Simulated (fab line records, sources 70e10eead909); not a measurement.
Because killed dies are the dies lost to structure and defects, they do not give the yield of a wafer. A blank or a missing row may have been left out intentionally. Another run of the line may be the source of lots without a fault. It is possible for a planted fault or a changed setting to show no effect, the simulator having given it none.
Chamber matching / flow nand harc / NHARC_P_GATE_ALD_36 on ald sin-04 has 3 sister chambers
The step deposits SiNx, target thk 20 nm, pulse time 60 s, ald cycles 223. 16 wafers are shown with their chamber, then 8 later ones without.

== WAFERS PAIRED WITH THEIR CHAMBERS ==
wafer=L074.2; chamber=0; heater power w (W)=704; precursor pulse height rel=0.973
wafer=L074.1; chamber=1; heater power w (W)=848; precursor pulse height rel=0.965
wafer=L074.4; chamber=2; heater power w (W)=739; precursor pulse height rel=1.014
wafer=L077.2; chamber=2; heater power w (W)=729; precursor pulse height rel=0.974
wafer=L077.3; chamber=0; heater power w (W)=715; precursor pulse height rel=0.985
wafer=L077.6; chamber=2; heater power w (W)=730; precursor pulse height rel=1.017
wafer=L080.3; chamber=1; heater power w (W)=856; precursor pulse height rel=0.973
wafer=L080.1; chamber=2; heater power w (W)=732; precursor pulse height rel=0.988
wafer=L080.5; chamber=2; heater power w (W)=730; precursor pulse height rel=0.988
wafer=L083.2; chamber=1; heater power w (W)=856; precursor pulse height rel=0.970
wafer=L083.4; chamber=2; heater power w (W)=722; precursor pulse height rel=0.965
wafer=L083.6; chamber=0; heater power w (W)=707; precursor pulse height rel=0.978
wafer=L086.3; chamber=2; heater power w (W)=734; precursor pulse height rel=1.014
wafer=L086.6; chamber=1; heater power w (W)=866; precursor pulse height rel=1.015
wafer=L086.5; chamber=2; heater power w (W)=726; precursor pulse height rel=1.009
wafer=L089.3; chamber=1; heater power w (W)=870; precursor pulse height rel=0.991

SIGNATURES (means of the wafers above)
reading=heater power w; chamber 0=708.67; chamber 1=859.20; chamber 2=730.25; scatter within a chamber=6.53
reading=precursor pulse height rel; chamber 0=0.97867; chamber 1=0.98280; chamber 2=0.99612; scatter within a chamber=0.0188
Rule: for a wafer and a chamber, the distance is found by dividing, reading by reading, the gap between the wafer's reading and the chamber's mean by the reading's scatter, squaring, summing and taking the root. If the next closest chamber is less than 2 further off than the closest, the wafer can't be placed; otherwise it belongs to the closest. The scatter: take each reading less its chamber's mean, square it, sum over the shown wafers, divide by the number of wafers less the number of chambers, and take the root.

== WAFERS WITHOUT THEIR CHAMBER ==
wafer=L089.1; heater power w (W)=723; precursor pulse height rel=0.977
wafer=L089.6; heater power w (W)=870; precursor pulse height rel=0.983
wafer=L092.1; heater power w (W)=707; precursor pulse height rel=0.974
wafer=L092.2; heater power w (W)=688; precursor pulse height rel=1.026
wafer=L092.3; heater power w (W)=923; precursor pulse height rel=0.973
wafer=L095.3; heater power w (W)=684; precursor pulse height rel=0.927
wafer=L095.2; heater power w (W)=690; precursor pulse height rel=1.014
wafer=L095.6; heater power w (W)=897; precursor pulse height rel=1.021

== THE CHAMBER EACH PASSED THROUGH ==
wafer=L089.1; from the rows above=can't be placed: 2 or 0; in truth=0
wafer=L089.6; from the rows above=1; in truth=1
wafer=L092.1; from the rows above=0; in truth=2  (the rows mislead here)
wafer=L092.2; from the rows above=0; in truth=0
wafer=L092.3; from the rows above=1; in truth=1
wafer=L095.3; from the rows above=0; in truth=0
wafer=L095.2; from the rows above=0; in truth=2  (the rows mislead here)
wafer=L095.6; from the rows above=1; in truth=1
Correct placement for 5 of the 8. Cannot be placed on the basis of these rows: 1; the candidates contain the true chamber in 1. 2 placed wrongly.
